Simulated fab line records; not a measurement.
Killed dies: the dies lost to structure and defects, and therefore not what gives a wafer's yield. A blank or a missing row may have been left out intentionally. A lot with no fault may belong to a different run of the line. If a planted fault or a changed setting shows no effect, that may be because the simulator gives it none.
fab line records	flow n5-finfet
record: lots: 24	wafers: 72	last-day: 17
route steps=1938 shown BEOL_M9@1434 BEOL_M10@1471
lots untouched by any fault: they come from a run of this same line in which no faults occurred
start-h: start of the lot's first displayed wafer, in hours after the record's first day	wait-h: hours since the lot's step before	" identical to the entry in the row above	L1.1+2: a single row standing in for several wafers	- no value, or no start was given	* or withheld: withheld	< > ~ a bound
route shown NAME@n: names a module that has steps shown in the file, with the first one's number in the route	usual: the fault-free wafers' mean and standard deviation	same: alike in all rows	chamber/n: place in a boat	sites: the reading at each site	_std_site: their standard deviation	_edge_site: outer sites' mean less inner sites'	radius-mm: for every site, how far away it sits from the centre of the wafer	mask NAME#n: copy n	behind: tool/chamber where the wafer was last shaped	hold: what put the lot on hold/how long, in hours/how the hold closed	device: the n, p or np transistor that did not switch	end of line: tests of these same wafers at the route's end	a step given without rows: its recipe and nothing more	killed: the dies lost at the first sort to structure and to defects; this is not the yield of the wafer	map: a wafer's dies, marking killed ones x, the rest . and places with no die _
set.NAME: the setting that was run; set.NAME@STEP: the one run at that earlier step	model.NAME: the simulator's own value behind a step, which no gauge read
route steps across a sampled set of lots; one table per step, one row per wafer
services: from which hour (start-h, from the record's first day; less than 0 if before it) a tool's chamber was out of use, for how many hours, and why
== steps ==
step: N5_BEOL_M9_CD_MEAS_28
recipe: target-cd-nm: 70	landing-energy-ev: 500	detector: se-inlens	polarity: opening
usual: cd-nm: 70.06/0.26
lot.wafer	tool	chamber	start-h	wait-h	cd-nm
L074.2	cd-sem-02	0	200.47	-	69.65
L074.3	"	0	"	"	69.84
L074.5	"	0	"	"	70.17
L076.1	cd-sem-02	0	215.11	-	69.95
L076.4	"	0	"	"	69.96
L076.6	"	0	"	"	70.18
L075.1	cd-sem-02	0	217.23	-	70.29
L075.3	"	0	"	"	70.15
L075.5	"	0	"	"	69.86
L079.1	cd-sem-01	0	222.41	-	70.00
L079.2	"	0	"	"	70.11
L079.5	"	0	"	"	70.18
L077.2	cd-sem-01	0	222.58	-	69.71
L077.5	"	0	"	"	70.19
L077.6	"	0	"	"	70.33
L078.1	cd-sem-01	0	224.52	-	69.81
L078.2	"	0	"	"	70.16
L078.4	"	0	"	"	70.29
L081.2	cd-sem-03	0	239.59	-	69.83
L081.4	"	0	"	"	69.95
L081.5	"	0	"	"	70.53
L080.2	cd-sem-03	0	242.02	-	70.10
L080.3	"	0	"	"	69.52
L080.4	"	0	"	"	69.64
L082.1	cd-sem-03	0	247.95	-	69.82
L082.3	"	0	"	"	69.35
L082.6	"	0	"	"	70.31
L084.2	cd-sem-01	0	262.54	-	70.07
L084.5	"	0	"	"	69.99
L084.6	"	0	"	"	70.03
L083.1	cd-sem-02	0	265.06	-	70.03
L083.2	"	0	"	"	70.03
L083.3	"	0	"	"	69.70
L085.1	cd-sem-03	0	269.07	-	70.11
L085.4	"	0	"	"	69.58
L085.5	"	0	"	"	70.00
L086.2	cd-sem-01	0	276.03	-	70.32
L086.4	"	0	"	"	70.44
L086.6	"	0	"	"	70.21
L088.1	cd-sem-02	0	290.77	-	70.29
L088.2	"	0	"	"	69.81
L088.4	"	0	"	"	70.55
L087.1	cd-sem-02	0	290.96	-	70.09
L087.3	"	0	"	"	69.90
L087.5	"	0	"	"	69.98
L091.3	cd-sem-02	0	308.29	-	70.09
L091.4	"	0	"	"	70.26
L091.6	"	0	"	"	69.99
L090.2	cd-sem-01	0	308.45	-	70.12
L090.3	"	0	"	"	70.47
L090.4	"	0	"	"	70.29
L089.2	cd-sem-03	0	310.46	-	70.05
L089.3	"	0	"	"	69.82
L089.5	"	0	"	"	70.03
L093.4	cd-sem-03	0	310.63	-	70.02
L093.5	"	0	"	"	69.89
L093.6	"	0	"	"	70.22
L092.1	cd-sem-01	0	319.03	-	70.00
L092.2	"	0	"	"	69.95
L092.5	"	0	"	"	70.26
L094.2	cd-sem-03	0	329.37	-	70.11
L094.3	"	0	"	"	70.61
L094.4	"	0	"	"	70.29
L095.1	cd-sem-02	0	339.44	-	69.87
L095.4	"	0	"	"	70.11
L095.5	"	0	"	"	69.93
L096.1	cd-sem-02	0	341.72	-	69.93
L096.2	"	0	"	"	70.43
L096.6	"	0	"	"	70.46
L097.1	cd-sem-01	0	345.59	-	70.66
L097.3	"	0	"	"	70.03
L097.5	"	0	"	"	70.14
step: N5_BEOL_M9_OVL_MEAS_29
recipe: points-per-wafer: 522
usual: V8_OVL: 0.0/0.7
lot.wafer	tool	chamber	start-h	wait-h	V8_OVL[nm]
L074.2	overlay-02	0	200.51	0.0	0.4
L074.3	"	0	"	"	-0.4
L074.5	"	0	"	"	-0.1
L076.1	overlay-02	0	215.15	0.0	0.4
L076.4	"	0	"	"	0.4
L076.6	"	0	"	"	0.1
L075.1	overlay-02	0	217.26	0.0	0.3
L075.3	"	0	"	"	-0.9
L075.5	"	0	"	"	-0.6
L079.1	overlay-01	0	222.44	0.0	-0.2
L079.2	"	0	"	"	1.6
L079.5	"	0	"	"	0.2
L077.2	overlay-02	0	222.62	0.0	0.4
L077.5	"	0	"	"	0.7
L077.6	"	0	"	"	0.6
L078.1	overlay-02	0	224.55	0.0	-1.2
L078.2	"	0	"	"	-0.7
L078.4	"	0	"	"	0.0
L081.2	overlay-01	0	239.63	0.0	0.7
L081.4	"	0	"	"	0.0
L081.5	"	0	"	"	0.0
L080.2	overlay-01	0	242.05	0.0	-1.1
L080.3	"	0	"	"	-0.1
L080.4	"	0	"	"	0.1
L082.1	overlay-02	0	247.98	0.0	-0.3
L082.3	"	0	"	"	1.0
L082.6	"	0	"	"	1.0
L084.2	overlay-02	0	262.57	0.0	-0.4
L084.5	"	0	"	"	0.0
L084.6	"	0	"	"	0.1
L083.1	overlay-02	0	265.09	0.0	-0.8
L083.2	"	0	"	"	-0.2
L083.3	"	0	"	"	-0.2
L085.1	overlay-02	0	269.10	0.0	0.1
L085.4	"	0	"	"	0.8
L085.5	"	0	"	"	-0.3
L086.2	overlay-01	0	276.07	0.0	-0.6
L086.4	"	0	"	"	-1.1
L086.6	"	0	"	"	-0.1
L088.1	overlay-01	0	290.80	0.0	-0.7
L088.2	"	0	"	"	-1.1
L088.4	"	0	"	"	-0.6
L087.1	overlay-02	0	290.99	0.0	0.2
L087.3	"	0	"	"	0.3
L087.5	"	0	"	"	-0.1
L091.3	overlay-02	0	308.33	0.0	-0.8
L091.4	"	0	"	"	-0.7
L091.6	"	0	"	"	-0.3
L090.2	overlay-02	0	308.49	0.0	-0.7
L090.3	"	0	"	"	0.3
L090.4	"	0	"	"	-0.8
L089.2	overlay-02	0	310.49	0.0	-0.3
L089.3	"	0	"	"	0.5
L089.5	"	0	"	"	-0.5
L093.4	overlay-01	0	310.67	0.0	0.0
L093.5	"	0	"	"	-0.3
L093.6	"	0	"	"	0.4
L092.1	overlay-02	0	319.06	0.0	0.6
L092.2	"	0	"	"	0.2
L092.5	"	0	"	"	0.4
L094.2	overlay-01	0	329.40	0.0	-0.2
L094.3	"	0	"	"	0.1
L094.4	"	0	"	"	0.7
L095.1	overlay-02	0	339.47	0.0	0.2
L095.4	"	0	"	"	-0.3
L095.5	"	0	"	"	0.4
L096.1	overlay-01	0	341.75	0.0	-1.3
L096.2	"	0	"	"	-0.4
L096.6	"	0	"	"	-0.1
L097.1	overlay-01	0	345.62	0.0	0.8
L097.3	"	0	"	"	0.5
L097.5	"	0	"	"	0.4
step: N5_BEOL_M9_RS_MEAS_57
recipe: thk-meas-gauge: four-point-probe	reads: Cu_of_BEOL_M9_ECD_50+Co_of_BEOL_M9_CVD_78+TaN_of_BEOL_M9_ALD_74
usual: M9_RS: 0.152/0.0033
lot.wafer	tool	chamber	start-h	wait-h	M9_RS[ohm/sq]
L074.2	film-metro-01	-	203.18	0.1	0.149
L074.3	"	-	"	"	0.150
L074.5	"	-	"	"	0.149
L076.1	film-metro-02	-	218.38	0.1	0.146
L076.4	"	-	"	"	0.154
L076.6	"	-	"	"	0.147
L075.1	film-metro-02	-	220.89	0.1	0.150
L075.3	"	-	"	"	0.157
L075.5	"	-	"	"	0.157
L079.1	film-metro-01	-	225.97	0.1	0.157
L079.2	"	-	"	"	0.159
L079.5	"	-	"	"	0.150
L077.2	film-metro-02	-	226.72	0.1	0.150
L077.5	"	-	"	"	0.149
L077.6	"	-	"	"	0.150
L078.1	film-metro-01	-	227.36	0.1	0.148
L078.2	"	-	"	"	0.156
L078.4	"	-	"	"	0.157
L081.2	film-metro-01	-	244.76	0.1	0.151
L081.4	"	-	"	"	0.155
L081.5	"	-	"	"	0.154
L080.2	film-metro-01	-	246.02	0.1	0.151
L080.3	"	-	"	"	0.152
L080.4	"	-	"	"	0.149
L082.1	film-metro-02	-	251.63	0.1	0.147
L082.3	"	-	"	"	0.151
L082.6	"	-	"	"	0.147
L084.2	film-metro-02	-	266.75	0.1	0.150
L084.5	"	-	"	"	0.152
L084.6	"	-	"	"	0.151
L083.1	film-metro-01	-	268.26	0.1	0.158
L083.2	"	-	"	"	0.154
L083.3	"	-	"	"	0.160
L085.1	film-metro-02	-	273.69	0.1	0.152
L085.4	"	-	"	"	0.150
L085.5	"	-	"	"	0.152
L086.2	film-metro-01	-	280.99	0.1	0.152
L086.4	"	-	"	"	0.151
L086.6	"	-	"	"	0.150
L088.1	film-metro-01	-	293.93	0.1	0.148
L088.2	"	-	"	"	0.148
L088.4	"	-	"	"	0.149
L087.1	film-metro-02	-	293.99	0.1	0.155
L087.3	"	-	"	"	0.148
L087.5	"	-	"	"	0.156
L091.3	film-metro-01	-	311.58	0.1	0.156
L091.4	"	-	"	"	0.156
L091.6	"	-	"	"	0.156
L090.2	film-metro-01	-	311.76	0.1	0.149
L090.3	"	-	"	"	0.157
L090.4	"	-	"	"	0.148
L089.2	film-metro-01	-	313.26	0.1	0.152
L089.3	"	-	"	"	0.150
L089.5	"	-	"	"	0.154
L093.4	film-metro-02	-	313.83	0.0	0.146
L093.5	"	-	"	"	0.155
L093.6	"	-	"	"	0.153
L092.1	film-metro-01	-	322.03	0.1	0.153
L092.2	"	-	"	"	0.152
L092.5	"	-	"	"	0.152
L094.2	film-metro-02	-	332.57	0.1	0.152
L094.3	"	-	"	"	0.146
L094.4	"	-	"	"	0.149
L095.1	film-metro-01	-	343.80	0.1	0.153
L095.4	"	-	"	"	0.151
L095.5	"	-	"	"	0.153
L096.1	film-metro-02	-	345.70	0.1	0.150
L096.2	"	-	"	"	0.147
L096.6	"	-	"	"	0.158
L097.1	film-metro-01	-	350.52	0.1	0.149
L097.3	"	-	"	"	0.150
L097.5	"	-	"	"	0.149
step: N5_BEOL_M10_CURE_71
recipe: temp-c: 385	time-s: 240	ambient: He/Ar	material: SiCOH_lowk
usual: lamp-power-pct: 52.32/0.057	wafer_temp_C_max: 386.7/0.65
lot.wafer	tool	chamber	start-h	wait-h	lamp-power-pct	wafer_temp_C_max
L074.2	uv-cure-03	0	203.40	0.1	52.32	387.4
L074.3	"	0	"	"	52.36	386.9
L074.5	"	0	"	"	52.32	387.2
L076.1	uv-cure-01	0	218.52	0.0	52.27	386.0
L076.4	"	0	"	"	52.15	386.9
L076.6	"	0	"	"	52.39	386.6
L075.1	uv-cure-01	2	221.03	0.0	52.29	386.5
L075.3	"	2	"	"	52.35	386.8
L075.5	"	2	"	"	52.29	386.5
L079.1	uv-cure-01	1	226.11	0.0	52.40	387.6
L079.2	"	1	"	"	52.30	387.9
L079.5	"	1	"	"	52.32	387.0
L077.2	uv-cure-02	2	227.02	0.2	52.26	386.2
L077.5	"	2	"	"	52.26	386.0
L077.6	"	2	"	"	52.29	386.5
L078.1	uv-cure-03	2	227.50	0.0	52.30	386.5
L078.2	"	2	"	"	52.32	386.4
L078.4	"	2	"	"	52.34	385.9
L081.2	uv-cure-02	1	245.06	0.2	52.33	385.9
L081.4	"	1	"	"	52.31	386.2
L081.5	"	1	"	"	52.26	385.8
L080.2	uv-cure-01	2	246.24	0.1	52.39	386.9
L080.3	"	2	"	"	52.31	386.8
L080.4	"	2	"	"	52.24	387.0
L082.1	uv-cure-03	1	251.77	0.0	52.36	385.8
L082.3	"	1	"	"	52.35	385.6
L082.6	"	1	"	"	52.30	386.4
L084.2	uv-cure-01	2	266.97	0.1	52.27	386.6
L084.5	"	2	"	"	52.24	386.5
L084.6	"	2	"	"	52.36	386.9
L083.1	uv-cure-02	2	268.40	0.0	52.32	385.7
L083.2	"	2	"	"	52.33	385.9
L083.3	"	2	"	"	52.33	386.3
L085.1	uv-cure-02	0	273.83	0.0	52.27	388.4
L085.4	"	0	"	"	52.30	387.5
L085.5	"	0	"	"	52.27	388.2
L086.2	uv-cure-01	2	281.21	0.1	52.31	388.4
L086.4	"	2	"	"	52.35	386.6
L086.6	"	2	"	"	52.35	386.8
L088.1	uv-cure-03	1	294.07	0.0	52.40	386.3
L088.2	"	1	"	"	52.30	386.4
L088.4	"	1	"	"	52.38	386.2
L087.1	uv-cure-01	2	294.14	0.0	52.29	387.3
L087.3	"	2	"	"	52.19	388.0
L087.5	"	2	"	"	52.39	386.7
L091.3	uv-cure-03	1	311.88	0.2	52.23	386.3
L091.4	"	1	"	"	52.41	386.3
L091.6	"	1	"	"	52.40	386.7
L090.2	uv-cure-01	2	311.98	0.1	52.29	387.1
L090.3	"	2	"	"	52.19	387.0
L090.4	"	2	"	"	52.34	387.2
L089.2	uv-cure-03	2	313.51	0.2	52.35	386.0
L089.3	"	2	"	"	52.38	386.4
L089.5	"	2	"	"	52.28	386.1
L093.4	uv-cure-02	0	314.93	1.0	52.42	387.5
L093.5	"	0	"	"	52.37	388.1
L093.6	"	0	"	"	52.18	386.9
L092.1	uv-cure-01	1	322.20	0.1	52.37	388.5
L092.2	"	1	"	"	52.24	387.2
L092.5	"	1	"	"	52.38	387.3
L094.2	uv-cure-03	2	332.79	0.1	52.43	385.8
L094.3	"	2	"	"	52.29	386.0
L094.4	"	2	"	"	52.32	386.4
L095.1	uv-cure-01	0	343.94	0.0	52.38	387.1
L095.4	"	0	"	"	52.42	386.8
L095.5	"	0	"	"	52.42	387.0
L096.1	uv-cure-03	2	345.84	0.0	52.18	386.0
L096.2	"	2	"	"	52.34	386.4
L096.6	"	2	"	"	52.34	386.0
L097.1	uv-cure-01	0	350.66	0.0	52.34	387.1
L097.3	"	0	"	"	52.31	386.7
L097.5	"	0	"	"	52.37	387.5
step: N5_BEOL_M10_ETCH_61
recipe: chemistry: CF4	target: SiARC	target-depth-a: 390	mask-material: CAR-ArF	time-s: 65	ion-energy-ev: 80	pressure-mtorr: 40	source-w: 545	bias-w: 36	Ar_flow_sccm: 100	cf4-flow-sccm: 100	ends: cleared
usual: cf4-flow-sccm: 100.02/0.28	drypump-motor-current-A: 5.6/0.52	etch-rf-on-time-s: 64.6/1.8	mfc-ar-sccm: 100.1/0.31	oes-product-au: 0.69/0.072	rf-vpp-V: 184.1/1.2	showerhead-plenum-p-Torr: 2.15/0.07	throttle-valve-pct: 15.60/0.23
lot.wafer	tool	chamber	start-h	wait-h	cf4-flow-sccm	drypump-motor-current-A	etch-rf-on-time-s	mfc-ar-sccm	oes-product-au	rf-hours-counter-h	rf-vpp-V	showerhead-plenum-p-Torr	throttle-valve-pct
L074.2	rie-diel-03	0	204.75	0.0	100.52	6.3	63.6	100.1	0.60	229	186.9	2.20	15.87
L074.3	"	1	"	"	99.72	4.8	66.1	100.1	0.67	110	183.5	2.07	15.26
L074.5	"	2	"	"	99.71	5.7	66.1	100.7	0.60	-	180.9	2.05	15.90
L076.1	rie-diel-06	3	220.11	0.0	100.02	4.9	66.4	100.0	0.67	93	184.7	2.07	15.25
L076.4	"	2	"	"	100.06	5.2	63.4	99.7	0.68	125	183.3	2.06	15.68
L076.6	"	1	"	"	99.85	5.3	65.4	99.8	0.66	-	184.7	2.17	15.66
L075.1	rie-diel-06	3	223.97	0.0	99.95	4.9	66.4	99.9	0.67	95	182.8	2.07	15.25
L075.3	"	1	"	"	99.85	5.4	65.1	99.7	0.66	118	184.1	2.17	15.65
L075.5	"	2	"	"	99.94	5.2	62.9	99.8	0.68	-	181.9	2.06	15.68
L079.1	rie-diel-01	1	227.34	0.0	99.79	5.7	63.1	99.8	0.78	24	183.4	2.10	15.39
L079.2	"	0	"	"	99.97	5.6	64.9	100.3	0.61	229	182.8	2.11	15.89
L079.5	"	0	"	"	99.73	5.6	64.7	100.3	0.61	-	183.8	2.11	15.89
L077.2	rie-diel-06	3	230.08	0.0	99.89	4.9	67.1	99.3	0.66	97	184.0	2.07	15.25
L077.5	"	3	"	"	99.68	4.9	67.1	99.9	0.67	-	182.6	2.07	15.25
L077.6	"	2	"	"	99.87	5.2	63.5	99.6	0.67	-	182.0	2.06	15.69
L078.1	rie-diel-03	0	230.51	0.0	100.05	6.2	63.1	99.7	0.60	236	185.3	2.20	15.90
L078.2	"	2	"	"	99.89	5.8	65.4	100.6	0.59	230	183.5	2.05	15.92
L078.4	"	3	"	"	100.02	5.7	65.4	100.4	0.76	34	183.6	2.18	15.54
L081.2	rie-diel-01	1	247.96	0.0	100.02	5.7	63.9	100.1	0.77	31	184.0	2.10	15.40
L081.4	"	0	"	"	99.71	5.6	65.2	100.1	0.60	236	184.2	2.11	15.90
L081.5	"	1	"	"	100.26	5.7	64.2	99.6	0.76	-	183.8	2.10	15.40
L080.2	rie-diel-06	2	248.56	0.0	99.58	5.2	63.8	100.4	0.66	135	183.6	2.06	15.70
L080.3	"	1	"	"	100.24	5.4	66.5	99.7	0.65	127	182.9	2.16	15.68
L080.4	"	0	"	"	100.29	5.0	65.3	99.9	0.61	210	185.1	2.20	15.88
L082.1	rie-diel-01	0	254.06	0.0	100.44	5.6	65.1	100.0	0.61	236	183.0	2.11	15.92
L082.3	"	2	"	"	99.73	5.2	66.9	100.3	0.65	138	185.0	2.24	15.94
L082.6	"	2	"	"	99.27	5.2	66.6	100.1	0.65	-	184.6	2.24	15.93
L084.2	rie-diel-01	3	269.71	0.0	100.15	6.5	63.3	100.7	0.70	82	184.4	2.25	15.37
L084.5	"	1	"	"	100.38	5.8	64.2	100.3	0.76	-	184.8	2.10	15.44
L084.6	"	2	"	"	100.19	5.1	67.0	99.5	0.64	-	186.3	2.23	15.96
L083.1	rie-diel-01	2	270.40	0.0	100.30	5.1	66.7	100.0	0.65	144	184.5	2.23	15.93
L083.2	"	3	"	"	99.93	6.5	63.0	100.4	0.70	82	185.6	2.25	15.39
L083.3	"	0	"	"	100.09	5.6	65.4	100.0	0.60	242	184.0	2.10	15.91
L085.1	rie-diel-01	2	277.86	0.0	100.00	5.1	66.7	99.7	0.63	146	184.1	2.23	15.95
L085.4	"	3	"	"	100.15	6.5	63.3	100.5	0.70	84	185.0	2.25	15.39
L085.5	"	3	"	"	100.02	6.5	63.4	100.4	0.69	-	184.3	2.25	15.39
L086.2	rie-diel-01	0	284.43	0.0	100.06	5.6	65.4	99.8	0.60	245	183.1	2.10	15.92
L086.4	"	1	"	"	100.45	5.7	65.0	99.4	0.75	41	185.2	2.10	15.43
L086.6	"	0	"	"	100.23	5.7	65.5	99.9	0.59	-	184.1	2.10	15.92
L087.1	rie-diel-03	0	299.68	0.0	100.18	6.2	61.1	99.9	0.85	1	185.0	2.19	15.43
L087.3	"	3	"	"	99.91	5.8	65.8	100.4	0.72	59	183.9	2.17	15.57
L087.5	"	0	"	"	100.37	6.2	61.0	100.0	0.86	-	184.6	2.19	15.44
L088.1	rie-diel-06	1	299.89	0.0	99.55	5.4	66.3	99.7	0.63	143	185.7	2.16	15.73
L088.2	"	0	"	"	100.16	5.1	65.4	100.3	0.60	229	184.6	2.20	15.93
L088.4	"	2	"	"	100.05	5.2	62.8	100.5	0.66	156	184.5	2.05	15.74
L091.3	rie-diel-01	1	313.89	0.0	100.23	5.7	64.1	99.8	0.74	52	183.7	2.09	15.44
L091.4	"	1	"	"	100.52	5.7	63.7	99.7	0.74	-	182.8	2.09	15.45
L091.6	"	2	"	"	100.46	5.1	65.9	99.7	0.64	-	184.7	2.23	15.99
L090.2	rie-diel-03	3	313.94	0.0	99.83	5.8	65.5	100.1	0.72	66	184.7	2.16	15.60
L090.3	"	0	"	"	99.86	6.2	60.7	100.3	0.84	-	185.0	2.19	15.47
L090.4	"	3	"	"	100.03	5.8	65.7	100.2	0.72	-	183.0	2.16	15.60
L089.2	rie-diel-03	0	314.69	0.0	99.72	6.3	61.2	99.6	0.82	9	184.2	2.19	15.46
L089.3	"	0	"	"	100.23	6.3	61.6	100.0	0.82	-	184.0	2.19	15.45
L089.5	"	0	"	"	99.84	6.3	61.2	99.7	0.82	-	183.5	2.19	15.46
L093.4	rie-diel-03	3	317.69	0.0	99.27	5.8	65.1	100.3	0.71	-	183.9	2.16	15.59
L093.5	"	1	"	"	100.33	4.8	65.7	100.1	0.64	-	183.4	2.06	15.35
L093.6	"	0	"	"	100.11	6.3	60.2	100.5	0.83	-	185.9	2.19	15.47
L092.1	rie-diel-01	2	323.43	0.0	100.33	5.1	66.7	100.1	0.63	162	183.6	2.23	15.99
L092.2	"	3	"	"	100.36	6.5	63.6	100.2	0.68	101	184.2	2.25	15.42
L092.5	"	0	"	"	99.85	5.6	62.0	100.3	0.86	-	183.4	2.10	15.46
L094.2	rie-diel-03	3	334.19	0.0	100.28	5.8	65.5	100.0	0.71	75	184.9	2.16	15.62
L094.3	"	2	"	"	100.13	5.8	63.8	100.5	0.80	6	187.6	2.29	15.45
L094.4	"	0	"	"	99.69	6.3	60.5	100.4	0.82	15	184.6	2.19	15.47
L095.1	rie-diel-01	0	346.75	0.0	99.60	5.6	62.8	100.0	0.83	10	183.8	2.10	15.47
L095.4	"	3	"	"	99.52	6.5	64.2	99.6	0.68	108	186.2	2.24	15.43
L095.5	"	3	"	"	99.99	6.5	63.9	100.5	0.68	-	185.2	2.25	15.42
L096.1	rie-diel-06	1	347.20	0.0	100.36	5.4	65.0	100.2	0.63	162	184.1	2.15	15.74
L096.2	"	3	"	"	100.16	4.9	67.8	100.0	0.63	140	182.8	2.05	15.35
L096.6	"	3	"	"	99.80	4.9	66.8	100.1	0.64	-	182.3	2.05	15.34
L097.1	rie-diel-03	3	353.42	0.0	100.31	5.8	64.9	100.2	0.71	80	183.3	2.16	15.62
L097.3	"	0	"	"	100.23	6.2	61.0	100.6	0.80	20	185.7	2.19	15.47
L097.5	"	0	"	"	100.48	6.2	60.3	100.2	0.80	-	185.1	2.19	15.50
step: N5_BEOL_M10_STRIP_19
recipe: chemistry: O2	power-w: 400	temp-c: 40	pressure-mtorr: 30	rf-frequency-hz: 6e+07	bias-power-w: 0	overash-fraction: 0.2	o2-flow-sccm: 225
usual: drypump-motor-current-A: 5.6/0.51	oes-product-au: 0.80/0.079	rf-vpp-V: 3.6/0.57	showerhead-plenum-p-Torr: 2.11/0.074	temp-c: 39.99/0.093	throttle-valve-pct: 16.72/0.22
lot.wafer	tool	chamber	start-h	wait-h	drypump-motor-current-A	oes-product-au	rf-hours-counter-h	rf-vpp-V	showerhead-plenum-p-Torr	temp-c	throttle-valve-pct
L074.2	rie-diel-06	1	205.10	0.1	5.4	0.78	112	3.5	2.13	40.00	16.75
L074.3	"	3	"	"	4.9	0.80	88	3.3	2.04	40.09	16.38
L074.5	"	1	"	"	5.4	0.79	-	3.4	2.13	39.98	16.78
L076.1	rie-diel-03	3	220.75	0.4	5.8	0.91	30	3.4	2.15	40.18	16.69
L076.4	"	3	"	"	5.8	0.91	-	3.7	2.15	39.87	16.70
L076.6	"	3	"	"	5.8	0.91	-	4.7	2.15	39.89	16.69
L075.1	rie-diel-01	3	224.32	0.1	6.5	0.83	68	4.6	2.22	40.09	16.42
L075.3	"	2	"	"	5.1	0.76	128	3.2	2.19	39.96	16.94
L075.5	"	2	"	"	5.1	0.77	-	4.1	2.19	39.99	16.96
L079.1	rie-diel-01	0	227.69	0.1	5.6	0.71	229	3.5	2.07	39.97	16.94
L079.2	"	2	"	"	5.1	0.77	130	4.0	2.19	39.90	16.97
L079.5	"	1	"	"	5.7	0.91	-	3.3	2.06	40.19	16.48
L077.2	rie-diel-03	0	230.43	0.1	6.3	0.69	236	4.4	2.16	39.86	17.00
L077.5	"	0	"	"	6.3	0.69	-	3.4	2.16	39.89	16.97
L077.6	"	1	"	"	4.8	0.79	-	3.2	2.03	40.11	16.37
L078.1	rie-diel-06	0	230.89	0.1	5.1	0.72	204	3.6	2.15	39.90	16.91
L078.2	"	2	"	"	5.2	0.79	129	3.1	2.03	39.93	16.84
L078.4	"	3	"	"	4.9	0.80	97	2.7	2.04	40.00	16.39
L081.2	rie-diel-06	2	248.38	0.2	5.2	0.77	135	3.5	2.03	40.01	16.86
L081.4	"	1	"	"	5.4	0.78	127	3.0	2.13	40.03	16.79
L081.5	"	0	"	"	5.0	0.72	-	3.5	2.15	39.94	16.89
L080.2	rie-diel-03	1	249.00	0.2	4.8	0.79	119	4.0	2.03	39.99	16.37
L080.3	"	0	"	"	6.3	0.69	241	4.8	2.16	40.02	16.97
L080.4	"	2	"	"	5.8	0.69	236	3.7	1.98	40.15	16.90
L082.1	rie-diel-01	1	254.50	0.2	5.7	0.89	32	3.2	2.05	39.86	16.49
L082.3	"	0	"	"	5.6	0.71	237	4.3	2.07	40.09	16.97
L082.6	"	3	"	"	6.5	0.82	-	2.9	2.22	40.01	16.43
L084.2	rie-diel-03	0	270.07	0.1	6.3	0.68	250	3.6	2.16	40.08	16.98
L084.5	"	0	"	"	6.3	0.67	-	4.2	2.16	40.01	17.01
L084.6	"	2	"	"	5.8	0.68	-	4.0	1.98	39.94	16.94
L083.1	rie-diel-01	1	270.75	0.1	5.8	0.88	38	4.2	2.05	40.01	16.50
L083.2	"	3	"	"	6.5	0.82	82	3.9	2.22	39.97	16.46
L083.3	"	2	"	"	5.1	0.76	144	2.9	2.19	40.24	16.99
L085.1	rie-diel-03	3	278.30	0.2	5.8	0.89	49	3.2	2.14	40.02	16.73
L085.4	"	3	"	"	5.8	0.89	-	2.9	2.14	40.07	16.70
L085.5	"	2	"	"	5.8	0.68	-	3.7	1.98	40.14	16.93
L086.2	rie-diel-01	1	284.78	0.1	5.7	0.88	41	2.8	2.05	39.92	16.52
L086.4	"	2	"	"	5.1	0.74	148	3.7	2.18	40.10	16.99
L086.6	"	1	"	"	5.7	0.88	-	3.2	2.05	40.08	16.51
L087.1	rie-diel-01	3	300.15	0.2	6.5	0.79	91	4.0	2.21	40.05	16.48
L087.3	"	2	"	"	5.1	0.75	152	3.3	2.18	40.07	17.02
L087.5	"	1	"	"	5.8	0.87	-	3.0	2.05	40.09	16.52
L088.1	rie-diel-01	2	300.24	0.1	5.1	0.75	152	2.8	2.18	40.02	17.02
L088.2	"	1	"	"	5.7	0.86	46	3.9	2.05	39.94	16.51
L088.4	"	1	"	"	5.7	0.87	-	2.6	2.05	39.97	16.54
L091.3	rie-diel-01	2	314.24	0.1	5.1	0.74	158	4.6	2.18	39.84	17.02
L091.4	"	2	"	"	5.1	0.73	-	4.4	2.18	39.98	17.04
L091.6	"	1	"	"	5.8	0.85	-	4.5	2.05	39.95	16.52
L090.2	rie-diel-03	0	314.46	0.1	6.3	0.96	9	4.3	2.16	39.93	16.57
L090.3	"	0	"	"	6.3	0.95	-	3.6	2.16	39.95	16.60
L090.4	"	3	"	"	5.8	0.86	-	2.7	2.14	39.83	16.74
L089.2	rie-diel-03	3	315.15	0.1	5.8	0.86	66	3.8	2.14	40.04	16.75
L089.3	"	0	"	"	6.2	0.94	-	4.0	2.16	39.95	16.59
L089.5	"	3	"	"	5.8	0.86	-	3.8	2.14	40.10	16.75
L093.4	rie-diel-06	2	318.04	0.1	5.2	0.76	163	4.6	2.02	39.97	16.91
L093.5	"	0	"	"	5.1	0.69	-	3.1	2.14	39.82	16.95
L093.6	"	1	"	"	5.4	0.76	-	3.0	2.12	39.86	16.84
L092.1	rie-diel-01	0	323.98	0.3	5.6	1.00	3	4.2	2.06	40.01	16.56
L092.2	"	3	"	"	6.5	0.79	101	3.8	2.21	39.86	16.48
L092.5	"	1	"	"	5.7	0.85	-	3.7	2.04	40.05	16.52
L094.2	rie-diel-06	3	334.54	0.1	4.9	0.76	134	3.6	2.02	39.98	16.46
L094.3	"	1	"	"	5.4	0.75	156	3.6	2.12	39.98	16.85
L094.4	"	2	"	"	5.2	0.75	170	3.7	2.02	39.93	16.94
L095.1	rie-diel-01	0	347.10	0.1	5.6	0.98	10	3.9	2.06	39.93	16.58
L095.4	"	1	"	"	5.8	0.84	64	3.5	2.04	39.99	16.57
L095.5	"	0	"	"	5.6	0.98	-	4.2	2.06	40.02	16.58
L096.1	rie-diel-06	2	347.66	0.2	5.2	0.74	171	4.1	2.02	40.10	16.92
L096.2	"	3	"	"	4.9	0.76	140	3.4	2.02	40.13	16.48
L096.6	"	2	"	"	5.2	0.76	-	3.8	2.02	39.98	16.94
L097.1	rie-diel-03	3	353.77	0.1	5.8	0.85	81	4.2	2.13	40.05	16.80
L097.3	"	0	"	"	6.2	0.92	20	2.9	2.15	39.87	16.61
L097.5	"	2	"	"	5.8	0.91	-	4.0	2.24	40.18	16.46
== services ==
tool	chamber	start-h	hours	kind
rie-diel-03	0	187.82	10.9	repair
rie-diel-06	0	188.36	17.2	repair
uv-cure-01	-	201.85	7.1	repair
rie-diel-03	1	213.27	14.2	repair
rie-diel-03	0	218.88	6.2	repair
uv-cure-02	-	221.70	1.0	pm
uv-cure-02	-	248.79	5.7	repair
rie-diel-06	1	254.91	6.7	repair
rie-diel-06	3	258.08	2.7	repair
uv-cure-02	-	259.17	1.2	repair
uv-cure-03	-	266.49	0.5	repair
rie-diel-03	0	272.04	-	clean
rie-diel-03	0	272.04	-	consumable-replace:focus-ring
rie-diel-03	0	272.04	22.2	scheduled-down
rie-diel-03	0	272.04	22.2	vent-cycle
uv-cure-02	-	287.91	0.4	repair
rie-diel-03	2	294.28	-	clean
rie-diel-01	0	299.89	-	clean
rie-diel-01	0	299.89	-	consumable-replace:focus-ring
rie-diel-01	0	299.89	15.7	scheduled-down
rie-diel-01	0	299.89	15.7	vent-cycle
uv-cure-01	-	318.81	1.0	pm
uv-cure-01	-	332.29	5.1	repair
rie-diel-06	2	336.84	9.5	repair
== key ==
fault none
